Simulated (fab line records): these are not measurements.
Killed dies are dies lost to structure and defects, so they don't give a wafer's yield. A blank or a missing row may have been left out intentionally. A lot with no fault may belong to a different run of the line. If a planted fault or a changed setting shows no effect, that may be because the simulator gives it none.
Which tool did it? -- flow n5 finfet -- 12 lots, 35 wafers sampled, at 4 steps of a route of 1938

== WHAT THE GAUGES READ, wafer by wafer ==
N5_PASSIVATION_OVL_MEAS_60. Usual: for TV_OVL the level is -5 nm and the standard deviation is 5.3.
lot,measured,on,TV_OVL (nm),flag
L880,day 13 08:55,overlay-02,-8 -13 -8,
L881,day 13 16:51,overlay-02,-3 -1 0,
L882,day 13 22:08,overlay-02,6 6 5,
L884,day 14 12:01,overlay-02,-5 -8 -3,
L885,day 14 16:51,overlay-02,-6 -4 -8,
L886,day 14 16:17,overlay-01,-3 -3,
L895,day 16 23:45,overlay-01,-3 -3 -6,
L894,day 17 06:27,overlay-02,-6 -1 1,
L898,day 17 13:14,overlay-01,-2 -4 1,
L899,day 18 14:10,overlay-02,-2 -9 -9,
L900,day 19 00:08,overlay-02,-6 -4 -2,
L902,day 19 18:54,overlay-01,-5 0 -7,

== WHAT TOOL EACH LOT RAN ON (gives the tool, then ch and the chambers of the sampled wafers, and finally the start) ==
lot,N5_BEOL_M3_HM_STRIP_39,N5_PASSIVATION_PECVD_00,N5_MIM_TOP_SPUTTER_03
L880,"wet bench-04 ch 1,3,7, day 7 14:29","pecvd-03 ch 0,1,2, day 13 03:14","pvd sputter-02, day 13 05:37"
L881,"wet bench-04 ch 4,6,7, day 7 16:38","pecvd-04 ch 0,1, day 13 11:49","pvd sputter-03, day 13 13:20"
L882,"wet bench-04 ch 3,5,6, day 8 02:02","pecvd-01 ch 0,1,2, day 13 15:12","pvd sputter-03, day 13 17:19"
L884,"wet bench-04 ch 0,5,7, day 8 22:01","pecvd-03 ch 0,1,2, day 14 06:47","pvd sputter-03, day 14 08:32"
L885,"wet bench-01 ch 1,4,7, day 10 02:08","pecvd-03 ch 0,1,2, day 14 10:59","pvd sputter-03, day 14 13:32"
L886,"wet bench-02 ch 0,6, day 10 02:20","pecvd-03 ch 0,2, day 14 07:55","pvd sputter-01, day 14 11:46"
L895,"wet bench-02 ch 2,3,4, day 12 03:25","pecvd-03 ch 0,1,2, day 16 17:31","pvd sputter-02, day 16 19:58"
L894,"wet bench-02 ch 0,2,6, day 12 03:54","pecvd-04 ch 0,2, day 16 22:14","pvd sputter-01, day 17 00:58"
L898,"wet bench-04 ch 1,3,7, day 12 12:19","pecvd-04 ch 0,1, day 17 05:59","pvd sputter-02, day 17 08:03"
L899,"wet bench-04 ch 0,5,6, day 12 19:25","pecvd-04 ch 1,2, day 18 05:42","pvd sputter-03, day 18 07:52"
L900,"wet bench-01 ch 4,5,6, day 13 17:17","pecvd-04 ch 1,2, day 18 18:38","pvd sputter-01, day 18 20:35"
L902,"wet bench-04 ch 4,5,7, day 14 02:50","pecvd-04 ch 0,1, day 19 11:59","pvd sputter-01, day 19 15:47"
- N5_BEOL_M3_HM_STRIP_39: strips TiN in peroxide tin strip, target depth 25 nm, time 158 s.
- N5_PASSIVATION_PECVD_00: deposits SiO2 from SiH4/N2O, target thk 200 nm, time 11.2 s.
- N5_MIM_TOP_SPUTTER_03: material TiN, target thk 35 nm, time 89.7 s.

== WHAT THE TOOLS THEMSELVES READ (means of the sampled wafers that have a number; where no wafer has one, the mark that the record gives instead) ==
N5_PASSIVATION_PECVD_00. Usual: heater power w 636 W, standard deviation 67; rf fwd power W 601.2 W, standard deviation 2.3; showerhead plenum p Torr 8.18 Torr, standard deviation 0.11; throttle valve pct 53.5 %, standard deviation 2.1.
lot,tool,heater power w (W),rf fwd power W (W),showerhead plenum p Torr (Torr),throttle valve pct (%),flag
L880,pecvd-03,578,599.8,8.18,53.6,
L881,pecvd-04,579,600.3,8.29,54.8,
L882,pecvd-01,689,602.7,8.13,53.4,
L884,pecvd-03,659,599.1,8.17,53.7,
L885,pecvd-03,637,599.8,8.17,53.5,
L886,pecvd-03,581,598.3,8.16,52.0,
L895,pecvd-03,560,598.8,8.16,53.7,
L894,pecvd-04,669,602.2,8.10,52.0,
L898,pecvd-04,577,600.3,8.28,55.1,
L899,pecvd-04,605,602.7,8.20,52.3,
L900,pecvd-04,645,605.2,8.10,51.1,
L902,pecvd-04,565,601.8,8.29,54.9,

N5_MIM_TOP_SPUTTER_03. Usual: throttle valve pct at 30.1 %, with a standard deviation of 0.94.
lot,tool,throttle valve pct (%),flag
L880,pvd sputter-02,30.7,
L881,pvd sputter-03,30.8,
L882,pvd sputter-03,29.6,
L884,pvd sputter-03,29.8,
L885,pvd sputter-03,29.8,
L886,pvd sputter-01,29.3,
L895,pvd sputter-02,30.4,
L894,pvd sputter-01,31.3,
L898,pvd sputter-02,29.6,
L899,pvd sputter-03,29.5,
L900,pvd sputter-01,30.4,
L902,pvd sputter-01,30.2,

== THE ANSWER, worked out from the rows above alone ==
Rule: take the mean of a lot's wafers that have a number; if it is more than 3 standard deviations from the usual mean, the lot is off. Also off: a lot with no number at a reading for which 4 or more lots have one. Any other lot the step has rows for is counted as sound. The gauges are gone through in route order, then the tools' own readings, and for those a lot's mean is taken as printed above. At the first step where some lot is off, the reading lying furthest off is the one used; lots without a number count as furthest.
No lot is off at any reading shown: from this, nothing can be told.

== WHAT THE SIMULATOR PUT IN ==
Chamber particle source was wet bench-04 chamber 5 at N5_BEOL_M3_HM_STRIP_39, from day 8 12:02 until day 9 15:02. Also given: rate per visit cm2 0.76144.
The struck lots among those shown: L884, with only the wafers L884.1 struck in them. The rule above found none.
